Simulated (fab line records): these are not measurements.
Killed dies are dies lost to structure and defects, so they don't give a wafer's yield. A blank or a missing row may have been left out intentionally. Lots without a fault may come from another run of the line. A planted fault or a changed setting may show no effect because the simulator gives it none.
What tool caused it? ; flow nand_harc ; 11 lots, 33 wafers sampled, at 5 steps of a route of 1302

## WHAT EACH GAUGE READ, for each wafer
NHARC_END_SORT_01.
lot;measured;on;killed_at_array
L234;day 27 23:05;prober-01;74 61 58

## EACH LOT AND THE TOOL THAT RAN IT (in order: tool; ch and the chambers of the sampled wafers; start)
lot;NHARC_A_CONTACT_ETCH_133;NHARC_A_CONTACT_DESCUM_13;NHARC_A_CONTACT_ETCH_30;NHARC_A_CONTACT_ETCH_98
L227;har_cap_etch-02 ch 0, day 22 04:50;rie_diel-04 ch 2,3, day 22 12:28;rie_diel-04 ch 0,1,3, day 22 12:59;rie_diel-02 ch 1,2,3, no start
L230;har_cap_etch-02 ch 0, day 22 22:40;rie_diel-02 ch 0,2,3, day 23 05:41;rie_diel-02 ch 2,3, day 23 06:14;rie_diel-02 ch 0,3, day 23 09:06
L229;har_cap_etch-01 ch 0,1, day 23 01:47;rie_diel-02 ch 1,3, day 23 07:02;rie_diel-02 ch 0,3, day 23 07:38;rie_diel-02 ch 0,1,3, day 23 10:24
L228;har_cap_etch-02 ch 0,1, day 23 04:44;rie_diel-11 ch 2,3, day 23 09:32;rie_diel-11 ch 1,2, day 23 10:13;rie_diel-02 ch 1,2,3, no start
L234;har_cap_etch-02 ch 0,1, day 25 14:50;rie_diel-02 ch 0,1,2, day 25 20:40;rie_diel-02 ch 1,2, day 25 21:10;rie_diel-02 ch 2,3, day 27 23:05 or earlier
L245;har_cap_etch-03 ch 0,1, day 29 13:24;rie_diel-02 ch 1,2, day 29 19:05;rie_diel-02 ch 0,1,3, day 29 19:38;rie_diel-04 ch 0,3, no start
L244;har_cap_etch-01 ch 0, day 29 16:42;rie_diel-02 ch 0,1, day 29 21:55;rie_diel-02 ch 1,3, day 29 22:28;rie_diel-02 ch 1,2,3, no start
L246;har_cap_etch-02 ch 0,1, day 30 06:44;rie_diel-02 ch 0,2,3, day 30 11:23;rie_diel-02 ch 0,2,3, day 30 11:55;rie_diel-02 ch 0,2,3, no start
L248;har_cap_etch-01 ch 0,1, day 31 11:10;rie_diel-02 ch 0,1,3, day 31 16:39;rie_diel-02 ch 0,3, day 31 17:10;rie_diel-02 ch 1,3, no start
L250;har_cap_etch-03 ch 0,1, day 31 18:04;rie_diel-11 ch 0,1, day 31 23:29;rie_diel-11 ch 0,1, day 32 00:05;rie_diel-04 ch 0,1,3, no start
L247;har_cap_etch-01 ch 0,1, day 31 18:58;rie_diel-02 ch 0,1,3, day 32 01:10;rie_diel-02 ch 1,2,3, day 32 01:41;rie_diel-04 ch 1,2,3, no start
- NHARC_A_CONTACT_ETCH_133: etches the open film in C4F8/O2/Ar, time 374 s, target depth 1610 nm.
- NHARC_A_CONTACT_DESCUM_13: chemistry O2, time 3 s.
- NHARC_A_CONTACT_ETCH_30: etches the open film in CF4/CHF3, target depth 72.6 nm, time 36.3 s.
- NHARC_A_CONTACT_ETCH_98: etches the open film in C4F6/O2, target depth 20 nm, time 10 s.

## THE ANSWER, worked out from the rows above alone
Rule: the lots themselves supply what counts as usual. Put in order of their means at a reading, lots are off if they are a third of the lots or fewer, leave a main group of 4 or more, and stand apart from it by a gap of 3 or more times the standard deviation of the main group's means; of several such gaps the widest counts. A main group is skipped when, at the precision printed for the reading in the tables above, its means are all equal. A lot without any number at a reading at which 4 lots or more have one is off too. Any other lot the step has rows for is counted as sound.
No lot is off on any of the readings shown, so nothing can be concluded from this.

## WHAT THE SIMULATOR HAD INSERTED
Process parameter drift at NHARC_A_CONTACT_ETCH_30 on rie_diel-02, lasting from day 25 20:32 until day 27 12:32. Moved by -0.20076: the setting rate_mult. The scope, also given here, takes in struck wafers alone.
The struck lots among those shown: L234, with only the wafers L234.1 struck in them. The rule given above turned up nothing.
